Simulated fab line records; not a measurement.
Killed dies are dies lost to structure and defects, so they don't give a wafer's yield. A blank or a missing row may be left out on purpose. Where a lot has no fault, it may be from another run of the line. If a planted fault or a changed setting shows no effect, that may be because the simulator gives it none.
fab line records    flow n5Finfet
record: lots: 8  wafers: 24  lastDay: 18
route steps=1938 shown BEOL_M4@1111 BEOL_M8@1398 BEOL_M9@1414 PASSIVATION@1936
lots that met no fault: from a run of the same line without faults
startH: hours from the record's opening day to when the first of the lot's shown wafers began    waitH: hours elapsed since this lot's preceding step    " the same as in the row above    L1.1+2: a row that stands for several wafers    - either no value or no given start    * or withheld: withheld    < > ~ a bound
route shown NAME@n: NAME is a module with steps in the file, n the number in the route of the first one    usual: the fault-free wafers' mean and standard deviation    same: alike in all rows    chamber/n: place in a boat    sites: the reading at each site    _std_site: how widely they spread, as a standard deviation    _edge_site: mean of outer sites minus mean of inner sites    radiusMm: how far each site lies from the wafer's centre    mask NAME#n: copy n    behind: the tool/chamber that last shaped the wafer    hold: what put the lot on hold/how long, in hours/how the hold closed    device: the n, p or np transistor that did not switch    end of line: the tests these same wafers got at the end of their route    a step with no rows: only its recipe    killed: at the first sort, the dies lost to defects and structure; wafer yield is something else    map: shows each die of a wafer: x if killed, . if not, _ if none is there
set.NAME: the setting the step ran with; set.NAME@STEP: the setting that earlier step ran with    model.NAME: the simulator's own value behind a step, which no gauge read
the route's steps for a sample of lots (tables are steps, rows are wafers)
services: from which hour (startH, from the record's first day; less than 0 if before it) a tool's chamber was out of use, for how many hours, and why
== steps ==
step: N5_BEOL_M4_RC_MEAS_101
usual: DIBL_N: 36.5/2  DIBL_P: 36.5/2.3  IOFF_N: 0.16/0.036  IOFF_P: 0.21/0.037  ION_N: 672/12  ION_P: 459/7.1  SS_N: 71.6/0.73  SS_P: 73.4/0.76  VT_N: 250/3.3  VT_P: -250.5/2.9
lot.wafer  tool       chamber  startH  waitH  DIBL_N[mV/V]  DIBL_P[mV/V]  IOFF_N[nA/um]  IOFF_P[nA/um]  ION_N[uA/um]  ION_P[uA/um]  SS_N[mV/dec]  SS_P[mV/dec]  VT_N[mV]  VT_P[mV]
L615.3     prober-01  0        186.54  0.3    36.6          33.7          0.13           0.17           661           458           71.9          72.1          251       -253.6
L615.5     "          0        "       "      36.1          33.6          0.13           0.18           668           455           70.7          72.0          251       -250.0
L615.6     "          0        "       "      38.4          36.9          0.17           0.22           687           471           72.0          73.1          245       -247.1
L614.1     prober-02  0        191.31  0.0    37.5          37.7          0.16           0.22           672           459           71.8          74.5          248       -247.8
L614.2     "          0        "       "      39.7          40.1          0.20           0.25           676           464           72.6          74.9          248       -246.5
L614.6     "          0        "       "      38.2          38.4          0.17           0.23           673           461           72.1          74.8          250       -249.2
L618.1     prober-01  0        194.93  0.0    32.9          33.3          0.11           0.17           671           465           70.6          72.2          253       -255.8
L618.4     "          0        "       "      36.0          36.4          0.15           0.21           682           468           70.7          73.5          249       -247.8
L618.5     "          0        "       "      31.2          31.0          0.10           0.14           672           465           69.7          72.0          257       -254.7
L625.3     prober-01  0        257.46  0.3    38.3          36.8          0.19           0.25           684           464           71.7          74.4          245       -248.6
L625.5     "          0        "       "      39.4          37.8          0.24           0.27           693           465           72.8          74.5          243       -247.5
L625.6     "          0        "       "      38.6          37.5          0.21           0.27           680           462           72.3          74.3          247       -247.8
L627.2     prober-02  0        257.76  0.2    38.6          38.0          0.19           0.24           666           449           72.4          73.0          248       -249.1
L627.3     "          0        "       "      36.4          35.2          0.14           0.18           649           452           72.4          72.6          254       -252.1
L627.6     "          0        "       "      38.8          38.0          0.18           0.23           664           457           72.6          73.2          253       -249.6
L634.4     prober-01  0        297.56  0.5    39.5          41.0          0.23           0.29           697           475           71.6          74.7          243       -246.4
L634.5     "          0        "       "      36.8          37.8          0.18           0.24           688           464           71.4          73.5          246       -246.8
L634.6     "          0        "       "      34.2          34.2          0.12           0.17           664           459           71.0          72.8          254       -250.7
L635.2     prober-01  0        309.41  0.2    38.1          41.2          0.24           0.30           691           474           72.1          73.9          243       -243.0
L635.3     "          0        "       "      37.5          39.5          0.21           0.26           684           467           71.8          74.3          248       -246.6
L635.5     "          0        "       "      37.7          39.4          0.21           0.26           661           449           72.3          74.0          247       -245.4
L636.1     prober-01  0        332.06  0.0    38.1          40.2          0.19           0.21           671           457           71.6          75.2          249       -250.8
L636.4     "          0        "       "      39.1          40.6          0.22           0.23           682           457           72.8          74.2          246       -251.5
L636.5     "          0        "       "      38.8          41.3          0.21           0.23           675           456           72.4          74.7          248       -248.9
step: N5_BEOL_M8_DEP_56
recipe: material: SiCN  targetThkA: 100  tempC: withheld  precursor: 3MS/NH3  pressureTorr: 3  rfW: 202  timeS: 17.5
usual: showerheadPlenumPTorr: 3.664/0.01  throttleValvePct: 9.2/0.51
lot.wafer  tool      chamber  startH  waitH  showerheadPlenumPTorr  throttleValvePct
L615.3     pecvd-01  0        232.19  0.0    3.664                  9.1
L615.5     "         0        "       "      3.663                  9.0
L615.6     "         1        "       "      3.672                  9.9
L614.1     pecvd-01  2        232.36  0.0    3.641                  8.6
L614.2     "         1        "       "      3.660                  10.3
L614.6     "         0        "       "      3.667                  9.2
L618.1     pecvd-02  1        242.23  0.0    3.656                  8.7
L618.4     "         2        "       "      3.662                  9.3
L618.5     "         0        "       "      3.670                  10.0
L625.3     pecvd-03  1        294.65  0.0    3.667                  9.6
L625.5     "         1        "       "      3.664                  9.4
L625.6     "         2        "       "      3.667                  8.5
L627.2     pecvd-02  2        301.28  0.0    3.656                  9.3
L627.3     "         1        "       "      3.653                  8.9
L627.6     "         1        "       "      3.652                  9.0
L634.4     pecvd-03  1        341.21  0.0    3.677                  9.6
L634.5     "         2        "       "      3.672                  8.4
L634.6     "         0        "       "      3.686                  8.8
L635.2     pecvd-03  1        354.30  0.0    3.661                  9.6
L635.3     "         0        "       "      3.681                  8.6
L635.5     "         0        "       "      3.668                  9.0
L636.1     pecvd-02  2        374.96  0.0    3.666                  9.2
L636.4     "         2        "       "      3.664                  9.3
L636.5     "         0        "       "      3.681                  9.7
step: N5_BEOL_M9_CD_MEAS_11
recipe: targetCdNm: 64.1  landingEnergyEv: 500  detector: seInlens  polarity: opening
usual: cdNm: 64.1/0.55
same: landingEnergyEv: 500
lot.wafer  tool      chamber  startH  waitH  cdNm
L615.3     cdSem-01  0        235.83  -      64.5
L615.5     "         0        "       "      64.8
L615.6     "         0        "       "      64.2
L614.1     cdSem-03  0        235.99  -      64.4
L614.2     "         0        "       "      63.8
L614.6     "         0        "       "      64.2
L618.1     cdSem-01  0        244.16  -      64.3
L618.4     "         0        "       "      64.2
L618.5     "         0        "       "      63.7
L625.3     cdSem-02  0        296.59  -      64.8
L625.5     "         0        "       "      64.3
L625.6     "         0        "       "      63.8
L627.2     cdSem-01  0        304.20  -      63.7
L627.3     "         0        "       "      63.6
L627.6     "         0        "       "      63.7
L634.4     cdSem-03  0        343.19  -      64.6
L634.5     "         0        "       "      64.3
L634.6     "         0        "       "      64.1
L635.2     cdSem-03  0        356.08  -      64.1
L635.3     "         0        "       "      64.0
L635.5     "         0        "       "      63.6
L636.1     cdSem-01  0        376.84  -      64.0
L636.4     "         0        "       "      64.3
L636.5     "         0        "       "      64.4
step: N5_BEOL_M9_ETCH_61
recipe: chemistry: CF4  target: SiARC  targetDepthA: 390  maskMaterial: CAR-ArF  timeS: 65  ionEnergyEv: 80  pressureMtorr: 40  sourceW: 545  biasW: 36  Ar_flow_sccm: 100  cf4FlowSccm: 100  ends: cleared
usual: drypumpMotorCurrentA: 5.7/0.56  etchRfOnTimeS: 65.3/1.1  oesProductAu: 0.66/0.075  rfVppV: 183.8/1.1  showerheadPlenumPTorr: 2.12/0.068  throttleValvePct: 15.53/0.28
lot.wafer  tool        chamber  startH  waitH  drypumpMotorCurrentA  etchRfOnTimeS  oesProductAu  rfHoursCounterH  rfVppV  showerheadPlenumPTorr  throttleValvePct
L615.3     rieDiel-03  1        235.95  0.0    6.3                   65.3           0.58          240              185.0   2.19                   15.47
L615.5     "           3        "       "      5.8                   64.4           0.65          -                184.1   2.15                   15.39
L615.6     "           2        "       "      5.6                   66.4           0.61          -                183.4   2.12                   15.90
L614.1     rieDiel-04  3        236.11  0.0    6.3                   65.3           0.61          221              183.4   2.12                   15.64
L614.2     "           1        "       "      5.3                   65.1           0.69          100              183.6   2.07                   15.23
L614.6     "           1        "       "      5.3                   65.4           0.69          -                184.1   2.07                   15.25
L618.1     rieDiel-04  1        244.33  0.0    5.3                   65.7           0.69          102              182.3   2.07                   15.23
L618.4     "           0        "       "      5.9                   65.9           0.63          151              183.6   1.97                   15.61
L618.5     "           0        "       "      5.9                   65.6           0.63          -                181.6   1.97                   15.63
L625.3     rieDiel-04  2        296.71  0.0    5.2                   67.0           0.61          184              183.5   2.12                   15.31
L625.5     "           2        "       "      5.2                   67.1           0.61          -                185.5   2.12                   15.32
L625.6     "           1        "       "      5.3                   65.3           0.68          -                183.0   2.06                   15.28
L627.2     rieDiel-04  3        304.33  0.0    6.2                   65.0           0.60          240              184.2   2.12                   15.69
L627.3     "           1        "       "      5.3                   65.2           0.68          120              182.4   2.06                   15.26
L627.6     "           3        "       "      6.2                   65.6           0.59          -                184.7   2.12                   15.70
L634.4     rieDiel-03  0        343.33  0.0    5.1                   64.4           0.79          -                181.9   2.12                   15.56
L634.5     "           1        "       "      6.3                   63.8           0.77          -                184.8   2.18                   15.02
L634.6     "           3        "       "      5.8                   65.6           0.62          -                183.7   2.14                   15.47
L635.2     rieDiel-04  3        356.20  0.0    6.2                   65.3           0.84          1                184.4   2.11                   15.25
L635.3     "           0        "       "      5.9                   64.5           0.61          183              181.4   1.96                   15.67
L635.5     "           0        "       "      5.9                   64.7           0.61          -                182.7   1.96                   15.68
L636.1     rieDiel-02  2        376.97  0.0    4.6                   63.9           0.72          61               184.7   2.19                   15.58
L636.4     "           0        "       "      5.8                   65.1           0.76          28               184.1   2.20                   15.85
L636.5     "           2        "       "      4.6                   64.0           0.72          -                184.3   2.19                   15.57
step: N5_BEOL_M9_STRIP_67
recipe: chemistry: CF4  resist: SiARC  powerW: 300  biasPowerW: 75  pressureMtorr: 50  cf4FlowSccm: 150  rfFrequencyHz: 6e+07
usual: biasPowerW: 74.99/0.22  cf4FlowSccm: 150.0/0.41  drypumpMotorCurrentA: 5.7/0.56  oesProductAu: 0.78/0.082  rfVppV: 270.8/1.3  showerheadPlenumPTorr: 1.78/0.056  throttleValvePct: 13.52/0.29
lot.wafer  tool        chamber  startH  waitH  biasPowerW  cf4FlowSccm  drypumpMotorCurrentA  oesProductAu  rfHoursCounterH  rfVppV  showerheadPlenumPTorr  throttleValvePct
L615.3     rieDiel-03  1        236.15  0.0    75.21       150.4        6.3                   0.69          240              273.0   1.84                   13.52
L615.5     "           3        "       "      75.03       149.7        5.8                   0.76          -                270.4   1.81                   13.38
L615.6     "           2        "       "      75.17       149.9        5.6                   0.72          -                271.6   1.78                   13.86
L614.1     rieDiel-04  3        236.31  0.0    75.17       149.6        6.2                   0.71          221              270.5   1.78                   13.65
L614.2     "           1        "       "      75.16       150.1        5.3                   0.82          100              271.3   1.74                   13.25
L614.6     "           1        "       "      75.25       150.8        5.3                   0.82          -                269.3   1.74                   13.24
L618.1     rieDiel-04  1        244.52  0.0    74.87       149.1        5.3                   0.81          102              269.8   1.74                   13.26
L618.4     "           0        "       "      74.99       150.1        5.9                   0.74          151              267.8   1.66                   13.63
L618.5     "           0        "       "      74.89       150.1        5.9                   0.74          -                267.3   1.66                   13.63
L625.3     rieDiel-04  2        296.91  0.0    -           -            -                     -             -                -       -                      -
L625.5     "           2        "       "      -           -            -                     -             -                -       -                      -
L625.6     "           1        "       "      -           -            -                     -             -                -       -                      -
L627.2     rieDiel-04  3        304.52  0.0    -           -            -                     -             -                -       -                      -
L627.3     "           1        "       "      -           -            -                     -             -                -       -                      -
L627.6     "           3        "       "      -           -            -                     -             -                -       -                      -
L634.4     rieDiel-03  0        343.51  0.0    75.01       150.0        5.1                   0.92          -                270.2   1.77                   13.45
L634.5     "           1        "       "      74.61       149.4        6.3                   0.89          -                270.6   1.83                   13.01
L634.6     "           3        "       "      75.15       149.8        5.8                   0.74          -                270.2   1.80                   13.46
L635.2     rieDiel-04  3        356.39  0.0    75.05       149.7        6.2                   0.99          1                270.5   1.77                   13.17
L635.3     "           0        "       "      75.10       149.8        5.9                   0.71          183              269.2   1.65                   13.70
L635.5     "           0        "       "      75.12       150.4        5.9                   0.71          -                266.0   1.65                   13.69
L636.1     rieDiel-02  2        377.16  0.0    74.78       149.5        4.7                   0.83          61               270.7   1.83                   13.50
L636.4     "           0        "       "      75.02       149.8        5.7                   0.90          28               272.3   1.85                   13.79
L636.5     "           2        "       "      74.86       149.5        4.7                   0.83          -                271.4   1.83                   13.50
step: N5_BEOL_M9_ETCH_66
recipe: chemistry: N2/H2  target: SOC  targetDepthA: 800  overetchA: 160  maskMaterial: SiARC  tempC: 40  timeS: 120  ionEnergyEv: 200  pressureMtorr: 30  sourceW: 840  biasW: 150  n2FlowSccm: 200  h2FlowSccm: 200
usual: drypumpMotorCurrentA: 5.8/0.58  oesProductAu: 0.60/0.062  rfVppV: 523.1/2.2  showerheadPlenumPTorr: 2.51/0.079  tempC: 40.01/0.12  throttleValvePct: 17.71/0.27
lot.wafer  tool        chamber  startH  waitH  drypumpMotorCurrentA  oesProductAu  rfHoursCounterH  rfVppV  showerheadPlenumPTorr  tempC  throttleValvePct
L614.1     rieDiel-02  1        240.64  0.0    6.6                   0.53          220              525.9   2.63                   39.95  18.14
L614.2     "           2        "       "      4.7                   0.70          20               525.9   2.59                   39.96  17.62
L614.6     "           1        "       "      6.6                   0.53          -                525.3   2.63                   40.05  18.13
L615.3     rieDiel-04  2        240.80  0.0    5.2                   0.57          166              522.9   2.53                   39.86  17.53
L615.5     "           1        "       "      5.3                   0.62          -                522.9   2.46                   39.88  17.58
L615.6     "           0        "       "      5.9                   0.57          -                519.3   2.36                   39.66  17.88
L618.1     rieDiel-04  2        246.40  0.0    5.2                   0.57          168              521.5   2.53                   39.88  17.54
L618.4     "           3        "       "      6.2                   0.54          223              524.6   2.50                   40.19  17.77
L618.5     "           1        "       "      5.3                   0.62          -                522.4   2.46                   39.97  17.55
L625.3     rieDiel-03  3        298.67  0.0    5.8                   0.74          129              525.2   2.57                   40.17  17.79
L625.5     "           1        "       "      6.3                   0.94          -                525.5   2.60                   40.02  17.22
L625.6     "           2        "       "      5.6                   0.71          -                522.9   2.49                   39.97  18.07
L627.2     rieDiel-03  0        308.78  0.0    5.1                   0.95          10               523.5   2.49                   40.00  17.75
L627.3     "           3        "       "      5.8                   0.75          132              523.9   2.56                   39.94  17.80
L627.6     "           1        "       "      6.3                   0.93          -                524.4   2.60                   40.02  17.24
L634.4     rieDiel-03  1        347.60  0.0    6.3                   0.67          -                526.3   2.60                   40.11  17.23
L634.5     "           3        "       "      5.8                   0.56          -                524.0   2.56                   40.07  17.79
L634.6     "           0        "       "      5.1                   0.69          -                522.8   2.48                   40.05  17.73
L635.2     rieDiel-04  3        360.34  0.0    6.3                   0.74          2                520.7   2.49                   39.97  17.41
L635.3     "           0        "       "      5.9                   0.55          184              518.5   2.34                   39.96  17.94
L635.5     "           1        "       "      5.3                   0.59          -                521.9   2.44                   39.92  17.62
L636.1     rieDiel-02  0        378.91  0.0    5.7                   0.69          28               523.8   2.61                   40.13  18.10
L636.4     "           3        "       "      6.6                   0.60          108              520.8   2.44                   39.88  17.34
L636.5     "           1        "       "      6.6                   0.71          -                525.5   2.61                   39.93  17.81
step: N5_BEOL_M9_OCD_MEAS_38
usual: trenchDepthNm: 150.1/2.7
lot.wafer  tool    chamber  startH  waitH  trenchDepthNm
L614.1     ocd-02  -        241.02  -      147.0
L614.2     "       -        "       "      153.7
L614.6     "       -        "       "      146.7
L615.3     ocd-02  -        241.18  -      147.1
L615.5     "       -        "       "      151.0
L615.6     "       -        "       "      148.3
L618.1     ocd-02  -        246.77  -      147.8
L618.4     "       -        "       "      149.3
L618.5     "       -        "       "      150.8
L625.3     ocd-02  -        299.05  -      -
L625.5     "       -        "       "      -
L625.6     "       -        "       "      -
L627.2     ocd-01  -        309.16  -      -
L627.3     "       -        "       "      -
L627.6     "       -        "       "      -
L634.4     ocd-01  -        347.94  -      152.3
L634.5     "       -        "       "      150.3
L634.6     "       -        "       "      151.4
L635.2     ocd-01  -        360.72  -      149.5
L635.3     "       -        "       "      149.4
L635.5     "       -        "       "      149.9
L636.1     ocd-02  -        379.28  -      148.4
L636.4     "       -        "       "      152.5
L636.5     "       -        "       "      151.1
step: N5_PASSIVATION_PROBE_49
usual: defectLimitedYield: 91.4/1.4  killed_at_M0_to_M3: 33/11  killed_at_M4_up: 13/5.3  killedAtContacts: 13/6.1  killedAtFrontEnd: 40/11  killedAtOther: 2.9/2.7  killedDies: 102/17  killedOnRim: 14/4.2  killedOpen: 68/13  killedShort: 32/7.5  sort_bin_4_leakage: 0.00/0.022  sort_bin_5_function: 5.1/0.98  sort_bin_6_memory: 3.2/0.69  sortNPass: 1077/21  sortYieldPct: 91.3/1.7
same: grossDies: 1180  killedAtBackSide: 0  sort_bin_8_speed[%]: 0
lot.wafer  tool       chamber  startH  waitH  defectLimitedYield[%]  killed_at_M0_to_M3  killed_at_M4_up  killedAtContacts  killedAtFrontEnd  killedAtOther  killedDies  killedOnRim  killedOpen  killedShort  sort_bin_4_leakage[%]  sort_bin_5_function[%]  sort_bin_6_memory[%]  sortNPass  sortYieldPct[%]
L618.1     prober-02  -        316.17  0.0    90.8                   29                  13               9                 51                6              108         11           56          52           0                      5.8                     2.5                   1072       90.8
L618.4     prober-02  -        316.32  0.2    88.6                   26                  9                24                65                10             134         18           96          37           0                      7.1                     3.8                   1046       88.6
L618.5     prober-02  -        316.37  0.2    91.0                   25                  7                11                60                3              106         20           73          33           0                      5.0                     3.8                   1074       91.0
L625.3     prober-02  -        372.43  0.1    0                      36                  1096             9                 38                1              1180        152          77          30           0                      95.9                    3.8                   0          0
L625.5     prober-02  -        372.53  0.2    0                      36                  1107             4                 29                4              1180        152          55          31           0                      97.4                    2.5                   0          0
L625.6     prober-02  -        372.58  0.3    0                      23                  1100             4                 52                1              1180        152          67          32           0                      96.7                    3.1                   0          0
L627.2     prober-01  -        378.43  0.1    0                      30                  1112             7                 30                1              1180        152          56          19           0                      97.1                    2.7                   0          0
L627.3     prober-01  -        378.48  0.1    0                      54                  1079             6                 40                1              1180        152          67          38           0                      96.7                    2.7                   0          0
L627.6     prober-01  -        378.63  0.3    0                      27                  1104             15                34                0              1180        152          58          21           0                      96.8                    3.0                   0          0
L636.1     prober-02  -        437.13  0.0    92.2                   38                  10               6                 35                3              92          20           56          36           0                      4.7                     2.7                   1088       92.2
L636.4     prober-02  -        437.28  0.2    92.1                   35                  5                9                 41                3              93          12           66          25           0                      5.1                     2.6                   1087       92.1
L636.5     prober-02  -        437.33  0.2    91.8                   29                  12               13                42                1              97          14           63          32           0                      5.4                     2.5                   1083       91.8
killed by level:class
L618.1 FIN_SAQP:geometricParticle:open=17 FIN_SAQP:geometricParticle:short=15 BEOL_M2:geometricParticle:short=10 MOL_CONTACT_COAG:geometricParticle:open=7 BEOL_M0_SAQP:geometricParticle:open=5 BEOL_M4:geometricParticle:open=5 BEOL_M1:geometricParticle:short=4 STI_FIN_REVEAL:geometricParticle:open=3
L618.4 FIN_SAQP:geometricParticle:open=24 MOL_CONTACT_COAG:geometricParticle:open=21 STI_FIN_REVEAL:geometricParticle:open=18 BEOL_M2:geometricParticle:short=9 FIN_SAQP:geometricParticle:short=8 BEOL_M0_SAQP:geometricParticle:open=6 STI_FIN_REVEAL:geometricParticle:short=4 STARTING-WAFER:geometricParticle:open=4
L618.5 FIN_SAQP:geometricParticle:open=16 STI_FIN_REVEAL:geometricParticle:open=10 MOL_CONTACT_COAG:geometricParticle:open=9 FIN_SAQP:geometricParticle:short=7 GATE_CUT:geometricParticle:short=7 STARTING-WAFER:geometricParticle:short=7 BEOL_M3:geometricParticle:open=7 DUMMY_GATE:geometricParticle:open=6
L625.3 BEOL_M9:areaEtch=1073 BEOL_M0_SAQP:geometricParticle:open=9 BEOL_M3:geometricParticle:open=9 FIN_SAQP:geometricParticle:open=8 DUMMY_GATE:geometricParticle:open=8 MOL_CONTACT_COAG:geometricParticle:open=8 BEOL_M0_SAQP:geometricParticle:short=7 BEOL_M4:geometricParticle:open=7
L625.5 BEOL_M9:areaEtch=1093 STI_FIN_REVEAL:geometricParticle:open=9 BEOL_M0_SAQP:geometricParticle:short=9 BEOL_M3:geometricParticle:open=8 BEOL_M0_SAQP:geometricParticle:open=6 DUMMY_GATE:geometricParticle:open=5 BEOL_M4:geometricParticle:open=5 STI_FIN_REVEAL:geometricParticle:short=4
L625.6 BEOL_M9:areaEtch=1081 FIN_SAQP:geometricParticle:open=14 STI_FIN_REVEAL:geometricParticle:open=12 BEOL_M4:geometricParticle:open=10 FIN_SAQP:geometricParticle:short=9 BEOL_M3:geometricParticle:open=4 MOL_CONTACT_COAG:geometricParticle:open=4 ILD0:geometricParticle:short=3
L627.2 BEOL_M9:areaEtch=1105 FIN_SAQP:geometricParticle:open=12 BEOL_M0_SAQP:geometricParticle:open=7 MOL_CONTACT_COAG:geometricParticle:open=6 BEOL_M0_SAQP:geometricParticle:short=6 FIN_SAQP:geometricParticle:short=5 BEOL_M2:geometricParticle:open=5 BEOL_M4:geometricParticle:open=5
L627.3 BEOL_M9:areaEtch=1075 BEOL_M0_SAQP:geometricParticle:open=15 BEOL_M0_SAQP:geometricParticle:short=14 FIN_SAQP:geometricParticle:open=13 BEOL_M2:geometricParticle:open=10 FIN_SAQP:geometricParticle:short=6 MOL_CONTACT_COAG:geometricParticle:open=6 BEOL_M2:geometricParticle:short=6
L627.6 BEOL_M9:areaEtch=1100 MOL_CONTACT_COAG:geometricParticle:open=11 FIN_SAQP:geometricParticle:open=10 BEOL_M3:geometricParticle:open=10 DUMMY_GATE:geometricParticle:open=6 BEOL_M0_SAQP:geometricParticle:short=5 BEOL_M0_SAQP:geometricParticle:open=5 MOL_CONTACT_COAG:geometricParticle:short=4
L636.1 STI_FIN_REVEAL:geometricParticle:open=12 BEOL_M0_SAQP:geometricParticle:short=11 BEOL_M3:geometricParticle:open=10 BEOL_M0_SAQP:geometricParticle:open=7 BEOL_M4:geometricParticle:open=7 FIN_SAQP:geometricParticle:open=4 MOL_CONTACT_COAG:geometricParticle:open=4 BEOL_M1:geometricParticle:open=4
L636.4 DUMMY_GATE:geometricParticle:open=13 BEOL_M3:geometricParticle:open=12 BEOL_M1:geometricParticle:open=9 FIN_SAQP:geometricParticle:short=8 MOL_CONTACT_COAG:geometricParticle:open=8 STI_FIN_REVEAL:geometricParticle:open=6 BEOL_M0_SAQP:geometricParticle:open=5 FIN_SAQP:geometricParticle:open=3
L636.5 STI_FIN_REVEAL:geometricParticle:open=12 MOL_CONTACT_COAG:geometricParticle:open=12 FIN_SAQP:geometricParticle:short=9 BEOL_M1:geometricParticle:open=7 BEOL_M3:geometricParticle:open=6 FIN_SAQP:geometricParticle:open=5 STARTING-WAFER:geometricParticle:short=5 STI_FIN_REVEAL:geometricParticle:short=4
== services ==
tool        chamber  startH  hours  kind
rieDiel-04  1        209.51  16.5   repair
pecvd-01    0        214.42  5.7    repair
pecvd-02    0        223.39  11.9   repair
pecvd-03    -        225.10  5.1    repair
rieDiel-02  0        238.33  5.8    repair
rieDiel-03  0        241.10  -      clean
rieDiel-03  0        241.10  -      consumableReplace:focusRing
rieDiel-03  0        241.10  13.3   scheduledDown
rieDiel-03  0        241.10  13.3   ventCycle
pecvd-02    -        246.63  2.5    repair
rieDiel-03  1        264.73  -      clean
rieDiel-03  1        264.73  -      consumableReplace:focusRing
rieDiel-03  1        264.73  16.1   scheduledDown
rieDiel-03  -        271.55  14.6   pm
pecvd-02    1        315.25  3.4    repair
rieDiel-03  0        318.78  21.1   repair
rieDiel-04  0        319.25  5.6    repair
pecvd-02    -        328.67  1.5    repair
rieDiel-04  3        338.66  -      clean
rieDiel-04  3        338.66  -      consumableReplace:focusRing
rieDiel-04  3        338.66  15.6   scheduledDown
rieDiel-04  3        338.66  15.6   ventCycle
pecvd-03    1        341.51  5.2    repair
pecvd-02    0        359.75  7.6    repair
== key ==
firstSign: step: N5_BEOL_M9_STRIP_67  reading: toolRecord  direction: missing
effect: step: N5_BEOL_M9_ETCH_66  reading: oesProductAu  direction: up  sigmas: 3.8  usual: 0.60  struck: 0.84
effect: step: N5_BEOL_M9_OCD_MEAS_38  reading: trenchDepthNm  direction: missing
effect: step: N5_PASSIVATION_PROBE_49  reading: killed_at_M4_up  direction: up  sigmas: 99+  usual: 13  struck: 1100
moreKillsBornAt: N5_BEOL_M9_ETCH_66@rieDiel-03: 6527
metAt N5_BEOL_M9_STRIP_67
struckLots L625,L627
laterRowsLeftOut L625.3,L625.5,L625.6,L627.2,L627.3,L627.6
notActingAt N5_BEOL_M8_DEP_56,N5_BEOL_M9_CD_MEAS_11,N5_BEOL_M9_ETCH_61
onsetBetween 244.52 296.91
fault: kind: skippedStepWhole  tool: rieDiel-04  chamber: -  onsetH: 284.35  steps: N5_BEOL_M9_STRIP_67  scope: struckLotsOnly
laterRowsLeftOut: the simulator's readings of these wafers behind a module that went badly wrong aren't trusted and aren't shown, but for the sort
